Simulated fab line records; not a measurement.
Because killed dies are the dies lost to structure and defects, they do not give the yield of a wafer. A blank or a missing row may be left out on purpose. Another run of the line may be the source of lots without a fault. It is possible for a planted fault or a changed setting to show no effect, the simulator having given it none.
Struck lot and sound lot, side by side || flow n5 finfet || 29 steps out of a route of 1938
Sound: wafers L184.1, L184.3, L184.6. Struck: wafers L173.1, L173.5, L173.6. Last of all comes the cause.
Order at every step that has rows: each side's tool, ch and its chambers, its first start. Under that, the readings that differ: sound wafers || struck wafers || difference of the means || sigmas: that difference in standard deviations of wafers without a fault.
alike: a reading whose means differ by less than 2 such deviations, as well as words and numbers matching on both sides. not compared: withheld readings; readings where some wafer has no value; bounds like >300 that might hide an equal value; numbers whose values overlap and for which the record gives no deviation.
Wherever a step has rows on one side only, a row that says differs or no value, or a row with sigmas, the two part there. When numbers do not overlap yet have no deviation, they are printed without sigmas and do not part them. A reading that every wafer of one side lacks parts them only if that side has two wafers or more.

first, 11 steps without rows for these wafers: N5_GATE_CUT_ETCH_56 (etches TiN in Cl2/Ar, target depth 21.6 nm); N5_GATE_CUT_ETCHBACK_30 (etches TiN in Cl2/Ar, target depth 3 nm); N5_GATE_CUT_VAPOR_ETCH_60 (etches HfO2 in BCl3/Cl2); N5_GATE_CUT_ETCH_58 (etches SiNx in CH3F/O2, target depth 17 nm, time 128.6 s); N5_GATE_CUT_STRIP_59 (strips in N2/H2, time 20 s); N5_GATE_CUT_PRECLEAN_31 (cleans in DIW, time 300 s); N5_GATE_CUT_SRD_32 (time 30 s); N5_GATE_CUT_SAC_CAP_01 (material SiNx, target thk 24 nm, pulse time 1 s, ald cycles 480); N5_GATE_CUT_PECVD_57 (deposits SiNx from SiH4/NH3/N2, target thk 21 nm); N5_GATE_CUT_CMP_02 (polishes, stops on SiO2, t overpolish 12.7 s, target thk 0 nm); N5_GATE_CUT_HM_DEP_46 (deposits SiO2 from TEOS/O2, target thk 130 nm, time 26.6 s).
N5_GATE_CUT_COAT_34: time 60 s, resist thk 60 nm.
  sound on litho track-02 ch 0, day 9 04:50; struck on litho track-02 ch 0, day 6 05:05
{"reading": "spin speed rpm (rpm)", "sound": "1502.7 1502.4 1502.7", "struck": "1394.8 1394.5 1394.4", "difference": -108.0, "sigmas": -98}
{"reading": "model.SOC_of_GATE_CUT_COAT_34.thk nm (nm)", "sound": "60.2 60 60", "struck": "62.2 62.4 62.4", "difference": "+2.3", "sigmas": ""}
  alike: resist line temp C
then, 11 steps without rows for these wafers: N5_GATE_CUT_COAT_35 (time 60 s, resist thk 10 nm); N5_GATE_CUT_COAT_27 (time 60 s, resist thk 10 nm); N5_GATE_CUT_COAT_07 (resist thk 30 nm); N5_GATE_CUT_EBR_09; N5_GATE_CUT_SOFTBAKE_08 (time 60 s); N5_GATE_CUT_EXPOSE_10 (exposes mask GATE CUT, target cd 20 nm); N5_GATE_CUT_PEB_11 (peb time 60 s); N5_GATE_CUT_DEVELOP_12 (develop time 30 s); N5_GATE_CUT_DESCUM_18 (chemistry O2, time 7 s); N5_GATE_CUT_ETCH_28 (etches underlayer in N2/H2, target depth 13 nm, time 10.4 s); N5_GATE_CUT_ETCH_36 (etches SiARC in CF4, target depth 13 nm, time 21.7 s).
N5_GATE_CUT_ETCH_37: etches SOC in N2/H2, target depth 60 nm, overetch 12 nm, time 90 s.
  sound on rie diel-04 ch 0,1,2, day 9 05:19; struck on rie diel-01 ch 0,3, day 6 05:35
{"reading": "showerhead plenum p Torr (Torr)", "sound": "2.63 2.66 2.59", "struck": "2.49 2.52 2.49", "difference": -0.13, "sigmas": -2}
{"reading": "model.etch.depth nm (nm)", "sound": "60.23 60.09 60.04", "struck": "62.22 62.31 62.37", "difference": "+2.18", "sigmas": ""}
  alike: bias w, drypump motor current A, oes product au, rf vpp V, throttle valve pct
  not compared: rf hours counter h
then, 2 steps without rows for these wafers: N5_GATE_CUT_STRIP_38 (strips in N2/H2); N5_GATE_CUT_STRIP_39 (strips in N2/H2).
N5_GATE_CUT_HM_OPEN_40: chemistry C4F6/O2, target SiO2, target depth 139 nm, time 85.1 s.
  sound on rie diel-04 ch 0,1,2, day 9 05:23; struck on rie diel-01 ch 0,3, day 6 05:40
{"reading": "etch rf on time s (s)", "sound": "91.7 90.8 92.7", "struck": "94.4 100.6 98.0", "difference": "+5.9", "sigmas": "+2"}
  alike: bias w, drypump motor current A, mfc ar sccm, oes product au, rf vpp V, showerhead plenum p Torr, throttle valve pct
  not compared: rf hours counter h, model.SOC_of_GATE_CUT_COAT_34.thk nm
then, 1 step without rows for these wafers: N5_GATE_CUT_STRIP_41 (strips in CF4).
-- here the record skips 8 days between the struck wafers' starts before and after, leaving off in module GATE_CUT and picking up in module PASSIVATION (first step shown: number 1936 of the route) --
N5_PASSIVATION_PROBE_49:
  rows exist in the record for the struck wafers here (prober-01, day 13 17:48), but not for the sound ones

## WHERE THEY PART
Last at N5_PASSIVATION_PROBE_49 as far as this record goes, first at N5_GATE_CUT_COAT_34.

WHY: whatever the simulator had introduced
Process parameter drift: litho track-02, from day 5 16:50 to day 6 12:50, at N5_GATE_CUT_COAT_34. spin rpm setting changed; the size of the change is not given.
